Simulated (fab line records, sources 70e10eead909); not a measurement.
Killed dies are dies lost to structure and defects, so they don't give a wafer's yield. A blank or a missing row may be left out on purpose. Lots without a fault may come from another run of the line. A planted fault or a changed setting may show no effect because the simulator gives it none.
fab line records | flow nand_harc
record lots=11 wafers=33 last_day=34
route steps=1302 shown A_M1@1193 A_BONDPAD@1220 HYBRID_BOND@1237 THIN_TSV@1246 END@1302
lots that met no fault: from a run of the same line without faults
start_h: hours from the record's first day to the start of the lot's first wafer shown | wait_h: hours since the lot's step before | " the same as in the row above | L1.1+2: a row that stands for several wafers | - no value, or no start given | * or withheld: withheld | < > ~ a bound
route shown NAME@n: a module of which the file shows steps, and the number in the route of the first | usual: mean/standard deviation of fault-free wafers | same: alike in all rows | chamber/n: place in a boat | sites: the reading at each site | _std_site: their standard deviation | _edge_site: outer sites' mean less inner sites' | radius_mm: how far each site lies from the wafer's centre | mask NAME#n: copy n | behind: the tool/chamber that last shaped the wafer | hold: why the lot was held/for how many hours/how that ended | device: the transistor (n, p or np) that didn't switch | end of line: the same wafers' tests at the end of the route | a step without rows: its recipe alone | killed: dies lost to structure and defects at the first sort, not the wafer's yield | map: a wafer's dies, x killed, . not, _ none there
set.NAME: the setting as run; set.NAME@STEP: as run at that earlier step | model.NAME: the simulator's own value behind a step, which no gauge read
steps of the route over a sample of lots; a table a step, a row a wafer
services: from which hour (start_h, from the record's first day; less than 0 if before it) a tool's chamber was out of use, for how many hours, and why
## steps
# step NHARC_A_M1_ECD_22
# recipe target_thk_a=4000 bath_temp_c=25 material=Cu
# columns lot.wafer tool chamber start_h wait_h
L307.2+1+4 ecd_cu-02 1,0,1 579.64 -
L308.2+5+6 ecd_cu-01 0,0,1 582.27 -
L311.1+4+5 ecd_cu-02 0,1,1 629.73 -
L312.2+4+3 ecd_cu-01 0,0,1 630.52 -
L313.2+5+6 ecd_cu-01 1,1,0 641.32 -
L314.2+1+4 ecd_cu-02 0,1,1 651.60 -
L316.1+4+6 ecd_cu-01 1,0,1 652.40 -
L317.4+6+5 ecd_cu-01 1,0,1 681.00 -
L323.2+3+5 ecd_cu-02 1,0,1 733.32 -
L322.2+4+3 ecd_cu-01 0,0,1 743.28 -
L326.1+3+4 ecd_cu-01 1,0,1 771.35 -
# step NHARC_A_BONDPAD_ETCH_12
# recipe target_depth_a=2200 time_s=110 chf3_flow_sccm=50 o2_flow_sccm=10 ar_flow_sccm=200 rf_w=500 bias_w=200 chemistry=CHF3/O2
# usual bias_w=200.0/0.56 chf3_flow_sccm=49.99/0.14 drypump_motor_current_A=5.6/0.33 oes_product_au=0.952/0.025 rf_vpp_V=371.7/2 showerhead_plenum_p_Torr=2.45/0.09 throttle_valve_pct=20.572/0.0096
# columns lot.wafer tool chamber start_h wait_h bias_w chf3_flow_sccm drypump_motor_current_A oes_product_au rf_hours_counter_h rf_vpp_V showerhead_plenum_p_Torr throttle_valve_pct
L307.2 rie_diel-05 2 - - 198.7 50.07 5.4 0.964 5 373.6 2.57 20.580
L307.1 " 3 " " 200.2 50.16 6.0 0.972 5 369.3 2.38 20.587
L307.4 " 1 " " 199.2 50.14 5.2 0.959 5 371.0 2.48 20.569
L308.2 rie_diel-08 3 - - 200.2 49.95 6.2 0.930 6 369.1 2.31 20.577
L308.6 " 2 " " 200.6 50.15 6.0 0.918 - 369.3 2.35 20.555
L308.5 " 3 " " 200.1 50.17 6.1 0.935 - 369.0 2.31 20.581
L311.1 rie_diel-05 3 - - 200.9 50.15 5.9 0.970 1 370.2 2.38 20.574
L311.5 " 2 " " 200.3 49.74 5.4 0.973 - 375.6 2.57 20.574
L311.4 " 3 " " 200.8 50.32 5.9 0.964 - 371.1 2.38 20.572
L312.3 rie_diel-02 2 - - 200.5 49.99 5.0 0.913 23 369.0 2.36 20.575
L312.2 " 3 " " 199.9 49.68 5.2 0.928 27 369.3 2.31 20.564
L312.4 " 0 " " 199.8 49.92 5.2 0.924 28 370.9 2.39 20.592
L313.2 rie_diel-05 1 - - 199.5 50.05 5.2 0.965 1 371.8 2.48 20.559
L313.6 " 2 " " 200.9 49.99 5.4 0.957 - 374.5 2.57 20.578
L313.5 " 3 " " 199.5 49.91 6.0 0.952 - 370.1 2.38 20.575
L314.2 rie_diel-05 3 - - 200.5 50.20 6.0 0.921 2 370.2 2.38 20.571
L314.4 " 0 " " 199.9 50.00 5.5 0.938 2 373.1 2.50 20.581
L314.1 " 1 " " 201.1 49.87 5.2 0.920 2 372.9 2.48 20.579
L316.4 rie_diel-05 0 - - 200.7 49.99 5.5 0.984 2 372.6 2.50 20.577
L316.1 " 1 " " 199.5 50.05 5.2 0.978 2 373.4 2.48 20.578
L316.6 " 0 " " 200.0 50.09 5.5 0.981 - 373.2 2.50 20.580
L317.4 rie_diel-05 0 - - 201.4 49.92 5.5 0.976 3 372.9 2.50 20.575
L317.5 " 1 " " 199.7 49.94 5.2 0.929 - 373.1 2.48 20.565
L317.6 " 2 " " 199.8 50.07 5.4 0.920 - 374.8 2.57 20.568
L323.3 rie_diel-08 3 - - 198.8 49.88 6.2 0.971 2 368.4 2.30 20.585
L323.2 " 0 " " 199.5 49.74 5.9 0.984 1 368.0 2.32 20.570
L323.5 " 3 " " 198.9 49.99 6.2 0.975 - 369.0 2.30 20.576
L322.2 rie_diel-05 0 - - 201.0 49.87 5.5 0.977 5 371.7 2.49 20.575
L322.4 " 1 " " 200.0 50.18 5.2 0.952 4 372.7 2.48 20.585
L322.3 " 2 " " 199.9 50.07 5.4 0.964 5 374.6 2.57 20.571
L326.3 rie_diel-05 3 - - 199.1 49.93 6.0 0.978 0 368.8 2.38 20.568
L326.4 " 0 " " 200.5 49.78 5.5 0.970 0 372.5 2.49 20.564
L326.1 " 1 " " 200.5 50.15 5.2 0.972 0 372.6 2.47 20.572
# step NHARC_A_BONDPAD_ETCH_24
# recipe target_depth_a=300 over_etch_frac=0.3 time_s=72.99 ion_energy_ev=150 cf4_flow_sccm=50 n2_flow_sccm=100 ar_flow_sccm=150 rf_w=300 bias_w=100 chemistry=CF4/N2
# usual bias_w=100.00/0.3 drypump_motor_current_A=5.6/0.34 n2_flow_sccm=100.0/0.33 oes_product_au=1.000/0.0093 rf_vpp_V=314.7/1.7 showerhead_plenum_p_Torr=2.66/0.099 throttle_valve_pct=19.796/0.0099
# columns lot.wafer tool chamber start_h wait_h bias_w drypump_motor_current_A n2_flow_sccm oes_product_au rf_hours_counter_h rf_vpp_V showerhead_plenum_p_Torr throttle_valve_pct
L307.1 rie_diel-08 3 - - 100.31 6.2 100.3 1.001 6 314.1 2.53 19.788
L307.2 " 0 " " 100.14 5.9 100.5 0.999 6 312.8 2.55 19.806
L307.4 " 1 " " 99.76 5.8 100.0 0.994 1 313.6 2.55 19.787
L308.2 rie_diel-08 2 - - 100.37 6.0 99.3 0.990 5 313.3 2.57 19.792
L308.5 " 0 " " 99.94 5.9 99.5 0.993 - 313.2 2.55 19.795
L308.6 " 1 " " 100.00 5.8 99.4 0.994 - 314.0 2.55 19.792
L311.4 rie_diel-02 2 - - 100.43 4.9 100.1 0.997 23 313.1 2.58 19.804
L311.1 " 3 " " 99.78 5.2 99.8 0.998 27 312.9 2.53 19.798
L311.5 " 2 " " 99.83 5.0 100.3 1.003 - 314.5 2.58 19.784
L312.3 rie_diel-05 1 634.45 0.2 99.90 5.2 99.5 1.001 1 316.2 2.71 19.807
L312.2 " 2 " " 99.97 5.4 100.4 1.002 1 317.6 2.81 19.794
L312.4 " 1 " " 99.82 5.2 99.7 1.001 - 314.8 2.71 19.803
L313.2 rie_diel-05 1 - - 100.34 5.2 99.8 0.998 1 316.7 2.71 19.782
L313.5 " 0 " " 100.00 5.5 100.1 1.024 - 316.3 2.73 19.785
L313.6 " 1 " " 100.34 5.2 100.1 0.992 - 316.4 2.71 19.785
L314.1 rie_diel-05 3 - - 100.21 5.9 100.1 0.993 2 313.9 2.60 19.801
L314.2 " 0 " " 100.31 5.5 99.8 1.019 2 315.6 2.73 19.790
L314.4 " 2 " " 99.53 5.4 99.9 0.993 2 318.1 2.81 19.797
L316.4 rie_diel-08 1 - - 100.14 5.8 99.8 0.981 18 312.8 2.54 19.807
L316.1 " 3 " " 100.04 6.2 100.3 0.990 23 312.3 2.52 19.802
L316.6 " 2 " " 99.53 6.0 99.8 0.997 - 313.8 2.57 19.797
L317.4 rie_diel-05 0 - - 99.48 5.5 100.5 1.023 3 316.7 2.73 19.799
L317.5 " 3 " " 100.20 6.0 99.7 0.991 - 312.9 2.60 19.790
L317.6 " 0 " " 99.84 5.5 100.3 1.015 - 314.7 2.73 19.789
L323.2 rie_diel-08 3 - - 100.02 6.2 100.1 0.997 2 312.0 2.52 19.799
L323.3 " 0 " " 100.13 5.9 99.7 1.002 1 313.2 2.54 19.802
L323.5 " 0 " " 99.95 5.9 99.9 1.012 - 313.0 2.54 19.814
L322.3 rie_diel-05 1 - - 99.89 5.2 100.3 0.992 4 315.4 2.71 19.808
L322.4 " 3 " " 100.64 6.0 100.1 0.995 5 314.1 2.60 19.789
L322.2 " 0 " " 99.66 5.5 100.0 1.009 5 316.7 2.73 19.782
L326.4 rie_diel-05 3 - - 100.39 6.0 99.7 1.009 0 313.6 2.60 19.793
L326.3 " 1 " " 99.44 5.2 100.6 1.008 0 315.1 2.70 19.786
L326.1 " 2 " " 99.90 5.4 100.1 1.001 0 317.0 2.81 19.803
# step NHARC_HYBRID_BOND_ACTIVATE_00
# recipe time_s=60 n2_flow_sccm=200 ar_flow_sccm=0 bias_power_w=0 chemistry=N2
# usual drypump_motor_current_A=5.6/0.41 n2_flow_sccm=200.0/0.58 oes_product_au=0.999/0.01 rf_vpp_V=63.9/0.96 showerhead_plenum_p_Torr=1.75/0.073
# columns lot.wafer tool chamber start_h wait_h hold drypump_motor_current_A n2_flow_sccm oes_product_au rf_hours_counter_h rf_vpp_V showerhead_plenum_p_Torr
L307.4 rie_diel-10 0 585.50 0.1 - 6.0 199.9 0.992 15 63.9 1.72
L307.2 " 1 " " - 5.1 200.3 0.993 15 62.8 1.72
L307.1 " 2 " " - 5.2 199.0 0.995 15 64.6 1.86
L308.2 rie_diel-10 3 588.07 0.1 - 5.9 199.8 1.003 15 62.6 1.70
L308.6 " 3 " " - 5.9 200.1 1.011 - 63.6 1.70
L308.5 " 0 " " - 6.0 199.9 0.999 - 63.2 1.72
L311.1 rie_diel-10 2 635.60 0.1 - 5.3 199.9 0.985 3 64.9 1.86
L311.4 " 3 " " - 5.9 200.1 1.017 2 64.2 1.70
L311.5 " 1 " " - 5.1 199.6 0.995 - 62.1 1.71
L312.3 rie_diel-10 3 636.54 0.1 - 5.9 200.3 0.995 2 64.6 1.70
L312.2 " 1 " " - 5.1 199.2 0.994 2 62.6 1.71
L312.4 " 2 " " - 5.3 199.4 0.981 3 65.1 1.86
L313.2 rie_diel-11 1 647.19 0.1 - 5.6 200.2 0.999 12 64.4 1.92
L313.6 " 3 " " - 5.9 200.2 1.005 - 63.5 1.66
L313.5 " 0 " " - 6.3 200.1 1.020 - 62.2 1.71
L314.4 rie_diel-03 1 657.49 0.1 - 5.8 200.6 0.989 5 64.2 1.90
L314.1 " 2 " " - 5.5 199.1 0.982 6 63.5 1.74
L314.2 " 3 " " - 5.1 199.8 1.001 6 62.8 1.71
L316.1 rie_diel-10 3 662.62 4.1 await_dispo/3.8h/release 5.9 199.4 1.013 5 63.5 1.70
L316.4 " 1 " " await_dispo/3.8h/release 5.1 200.0 1.006 - 64.4 1.71
L316.6 " 2 " " await_dispo/3.8h/release 5.3 199.6 0.987 - 63.1 1.86
L317.4 rie_diel-10 1 688.17 1.3 await_dispo/1.2h/release 5.0 200.1 1.002 7 62.1 1.71
L317.5 " 1 " " await_dispo/1.2h/release 5.1 200.2 0.997 - 64.2 1.71
L317.6 " 2 " " await_dispo/1.2h/release 5.2 200.7 0.992 - 64.2 1.86
L323.3 rie_diel-10 1 739.21 0.1 - 5.1 199.7 1.004 12 64.5 1.71
L323.2 " 3 " " - 5.9 199.9 1.015 10 65.4 1.70
L323.5 " 0 " " - 6.0 199.7 0.996 - 63.1 1.72
L322.4 rie_diel-11 1 749.37 0.1 - 5.6 200.9 1.006 39 66.3 1.91
L322.2 " 3 " " - 5.8 200.7 1.008 42 64.4 1.65
L322.3 " 0 " " - 6.3 200.2 1.008 41 63.5 1.70
L326.3 rie_diel-11 3 777.38 0.1 - 5.8 199.8 1.003 53 63.6 1.65
L326.4 " 0 " " - 6.3 199.6 1.003 55 64.2 1.69
L326.1 " 1 " " - 5.7 200.3 1.005 55 65.4 1.90
# step NHARC_THIN_TSV_THK_MEAS_02
# recipe thk_meas_gauge=ir
# usual thk_nm=3038/200
# columns lot.wafer tool chamber start_h wait_h thk_nm
L307.1 film_metro-01 - 599.52 - 2792
L307.2 " - " " 3088
L307.4 " - " " 2702
L308.2 film_metro-02 - 600.70 - 3038
L308.5 " - " " 3071
L308.6 " - " " 2838
L311.1 film_metro-01 - 646.66 - 3275
L311.4 " - " " 2801
L311.5 " - " " 2738
L312.2 film_metro-02 - 647.84 0.2 2910
L312.3 " - " " 2970
L312.4 " - " " 3055
L313.2 film_metro-02 - 658.33 - 2889
L313.5 " - " " 3289
L313.6 " - " " 3077
L314.1 film_metro-01 - 668.64 - 3116
L314.2 " - " " 3445
L314.4 " - " " 2900
L316.1 film_metro-01 - 676.51 0.2 3118
L316.4 " - " " 3196
L316.6 " - " " 3448
L317.4 film_metro-02 - 699.82 - 3035
L317.5 " - " " 3216
L317.6 " - " " 3194
L323.2 film_metro-02 - 754.44 0.2 3056
L323.3 " - " " 3062
L323.5 " - " " 3186
L322.2 film_metro-02 - 760.99 - 3172
L322.3 " - " " 3298
L322.4 " - " " 3164
L326.1 film_metro-02 - 788.48 - 2611
L326.3 " - " " 2685
L326.4 " - " " 3135
# step NHARC_END_SORT_01
# recipe temp_c=25
# usual defect_limited_yield=89.9/2.7 killed_at_array=64/18 killed_at_other=0.8/1.1 killed_at_periphery=3.8/2.7 killed_dies=68/18 killed_open=3.3/1.9 killed_short=2.3/1.8
# same gross_dies=677
# columns lot.wafer tool chamber start_h wait_h defect_limited_yield[%] killed_at_array killed_at_other killed_at_periphery killed_dies killed_open killed_short
L312.2 prober-01 0 663.41 2.8 86.1 88 0 6 94 4 3
L312.3 prober-01 0 664.21 3.1 87.7 79 0 4 83 2 3
L312.4 prober-01 0 665.02 3.4 86.6 84 1 6 91 7 0
L311.1 prober-02 0 665.72 2.5 89.4 71 0 1 72 3 1
L311.4 prober-02 0 668.07 3.4 87.7 82 1 0 83 3 3
L311.5 prober-02 0 668.86 3.6 88.5 72 1 5 78 4 2
L313.2 prober-01 0 675.36 2.8 89.5 71 0 0 71 3 3
L313.5 prober-01 0 677.74 3.7 91.6 53 0 4 57 3 0
L313.6 prober-01 0 678.53 4.0 91.1 56 0 4 60 3 1
L316.1 prober-01 0 706.99 2.6 39.1 408 0 4 412 1 5
L316.4 prober-01 0 709.41 3.4 41.4 394 0 3 397 1 1
L316.6 prober-01 0 711.02 4.0 38.3 417 0 1 418 2 2
L317.4 prober-01 0 720.63 3.4 36.6 426 1 2 429 1 2
L317.5 prober-01 0 721.43 3.7 37.7 422 0 0 422 3 0
L317.6 prober-01 0 722.24 4.0 38.8 413 1 0 414 1 3
# killed by level:class
L312.2 A_CHANNEL_HOLE_D1:chamber_film_flake=41 A_SLIT:chamber_film_flake=27 A_ZERO_WELL:chamber_film_flake=4 A_BLC:chamber_film_flake=4 A_CONTACT:chamber_film_flake=3 A_WL_FILL:geometric_particle:short=2 P_ZERO_WELL:chamber_film_flake=2 A_CHANNEL_FILL_D2:chamber_film_flake=2
L312.3 A_CHANNEL_HOLE_D1:chamber_film_flake=31 A_SLIT:chamber_film_flake=30 A_CONTACT:chamber_film_flake=4 P_ZERO_WELL:chamber_film_flake=3 A_CHANNEL_HOLE_D2:chamber_film_flake=3 A_STAIRCASE:chamber_film_flake=3 A_WL_FILL:geometric_particle:short=2 A_CHANNEL_FILL_D1:geometric_particle:open=1
L312.4 A_SLIT:chamber_film_flake=38 A_CHANNEL_HOLE_D1:chamber_film_flake=25 A_ZERO_WELL:chamber_film_flake=4 A_CHANNEL_FILL_D2:chamber_film_flake=3 A_BLC:chamber_film_flake=3 A_CHANNEL_FILL_D1:geometric_particle:open=2 A_ONON_D2:geometric_particle:open=2 P_ZERO_WELL:chamber_film_flake=2
L311.1 A_SLIT:chamber_film_flake=31 A_CHANNEL_HOLE_D1:chamber_film_flake=28 A_CHANNEL_FILL_D2:geometric_particle:open=2 A_DECK1_JOINT:chamber_film_flake=2 A_CHANNEL_HOLE_D2:chamber_film_flake=2 A_CONTACT:chamber_film_flake=2 A_BLC:chamber_film_flake=2 P_GATE:geometric_particle:open=1
L311.4 A_SLIT:chamber_film_flake=38 A_CHANNEL_HOLE_D1:chamber_film_flake=27 A_CONTACT:chamber_film_flake=5 A_WL_FILL:chamber_film_flake=3 A_ONON_D1:geometric_particle:short=1 A_CHANNEL_FILL_D1:geometric_particle:open=1 A_ONON_D2:geometric_particle:short=1 A_CONTACT:geometric_particle:short=1
L311.5 A_CHANNEL_HOLE_D1:chamber_film_flake=33 A_SLIT:chamber_film_flake=25 A_CHANNEL_HOLE_D2:unspecified=4 P_GATE:chamber_film_flake=2 A_BLC:chamber_film_flake=2 P_STI:geometric_particle:short=1 P_CONTACT:geometric_particle:open=1 A_CHANNEL_HOLE_D1:geometric_particle:open=1
L313.2 A_SLIT:chamber_film_flake=40 A_CHANNEL_HOLE_D2:chamber_film_flake=12 A_STAIRCASE:chamber_film_flake=4 A_M0:geometric_particle:open=2 A_DECK1_JOINT:chamber_film_flake=2 A_WL_FILL:chamber_film_flake=2 A_CHANNEL_FILL_D1:geometric_particle:short=1 A_CHANNEL_FILL_D2:geometric_particle:open=1
L313.5 A_SLIT:chamber_film_flake=25 A_CHANNEL_HOLE_D2:chamber_film_flake=16 A_CHANNEL_HOLE_D1:chamber_film_flake=4 A_STAIRCASE:chamber_film_flake=4 P_CONTACT:geometric_particle:open=2 A_BLC:chamber_film_flake=2 P_M2:geometric_particle:open=1 P_ZERO_WELL:chamber_film_flake=1
L313.6 A_SLIT:chamber_film_flake=26 A_CHANNEL_HOLE_D2:chamber_film_flake=12 A_CHANNEL_HOLE_D1:chamber_film_flake=8 A_CONTACT:chamber_film_flake=3 P_GATE:chamber_film_flake=2 A_BLC:chamber_film_flake=2 P_GATE:geometric_particle:open=1 A_CHANNEL_FILL_D1:geometric_particle:open=1
L316.1 A_M1:unspecified=373 A_SLIT:chamber_film_flake=21 A_CHANNEL_HOLE_D1:chamber_film_flake=5 A_CHANNEL_FILL_D1:geometric_particle:short=2 P_CONTACT:chamber_film_flake=2 P_M1:chamber_film_flake=2 A_CONTACT:chamber_film_flake=2 A_SOURCE_PLATE:geometric_particle:short=1
L316.4 A_M1:unspecified=366 A_SLIT:chamber_film_flake=21 A_CHANNEL_HOLE_D1:chamber_film_flake=4 A_WL_FILL:geometric_particle:short=1 A_M1:geometric_particle:open=1 P_ZERO_WELL:chamber_film_flake=1 P_STI:chamber_film_flake=1 P_CONTACT:chamber_film_flake=1
L316.6 A_M1:unspecified=381 A_SLIT:chamber_film_flake=23 A_CHANNEL_HOLE_D1:chamber_film_flake=6 A_CONTACT:chamber_film_flake=2 A_CHANNEL_FILL_D1:geometric_particle:open=1 A_DECK1_JOINT:geometric_particle:short=1 A_WL_FILL:geometric_particle:short=1 A_M0:geometric_particle:open=1
L317.4 A_M1:unspecified=387 A_CHANNEL_HOLE_D2:chamber_film_flake=12 A_CHANNEL_HOLE_D1:chamber_film_flake=7 A_SLIT:chamber_film_flake=6 A_CONTACT:chamber_film_flake=4 A_CHANNEL_FILL_D1:chamber_film_flake=2 A_DECK1_JOINT:chamber_film_flake=2 A_CHANNEL_FILL_D1:geometric_particle:short=1
L317.5 A_M1:unspecified=393 A_CHANNEL_HOLE_D2:chamber_film_flake=20 A_CONTACT:chamber_film_flake=3 A_CHANNEL_FILL_D1:geometric_particle:open=1 A_CHANNEL_FILL_D2:geometric_particle:open=1 A_M0:geometric_particle:open=1 A_CHANNEL_HOLE_D1:chamber_film_flake=1 A_SLIT:chamber_film_flake=1
L317.6 A_M1:unspecified=379 A_CHANNEL_HOLE_D2:chamber_film_flake=21 A_CHANNEL_HOLE_D1:chamber_film_flake=4 A_SLIT:chamber_film_flake=3 A_CHANNEL_HOLE_D1:geometric_particle:short=1 A_CHANNEL_FILL_D1:geometric_particle:open=1 A_WL_FILL:geometric_particle:short=1 STARTING-WAFER:geometric_particle:short=1
## services
# columns tool chamber start_h hours kind
rie_diel-11 3 571.25 4.8 repair
rie_diel-11 3 579.37 5.2 repair
rie_diel-10 0 581.87 2.6 repair
rie_diel-05 - 583.72 9.0 pm
rie_diel-08 0 590.40 1.3 repair
ecd_cu-02 - 596.19 8.0 pm
rie_diel-10 - 596.50 9.0 pm
rie_diel-11 - 609.53 9.0 pm
rie_diel-05 0 626.57 11.1 repair
ecd_cu-02 - 639.64 5.2 repair
rie_diel-10 0 651.02 7.8 repair
rie_diel-11 3 672.42 6.2 repair
ecd_cu-02 - 680.27 11.8 repair
rie_diel-11 1 686.24 4.4 repair
ecd_cu-01 - 688.00 8.0 pm
rie_diel-10 0 694.04 4.3 repair
rie_diel-11 - 702.20 1.1 repair
ecd_cu-01 - 710.55 1.6 repair
rie_diel-08 - 721.80 9.0 pm
rie_diel-05 1 723.03 17.0 repair
rie_diel-10 0 748.93 3.6 repair
rie_diel-05 - 760.72 9.0 pm
ecd_cu-02 - 772.19 8.0 pm
rie_diel-10 - 773.50 9.0 pm
## key
first_sign step=NHARC_END_SORT_01 reading=defect_limited_yield direction=down sigmas=19 usual=89.9 struck=38.7
effect step=NHARC_END_SORT_01 reading=killed_dies direction=up sigmas=19 usual=68 struck=415
more_kills_born_at NHARC_A_M1_ECD_22@ecd_cu-01=2279
met_at NHARC_A_M1_ECD_22
struck_lots L316,L317
not_acting_at NHARC_A_BONDPAD_ETCH_12,NHARC_A_BONDPAD_ETCH_24,NHARC_THIN_TSV_THK_MEAS_02
onset_between 641.32 652.40
fault kind=chamber_particle_source tool=ecd_cu-01 chamber=- onset_h=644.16 steps=NHARC_A_M1_ECD_22 rate_per_visit_cm2=0.96814 end_h=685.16
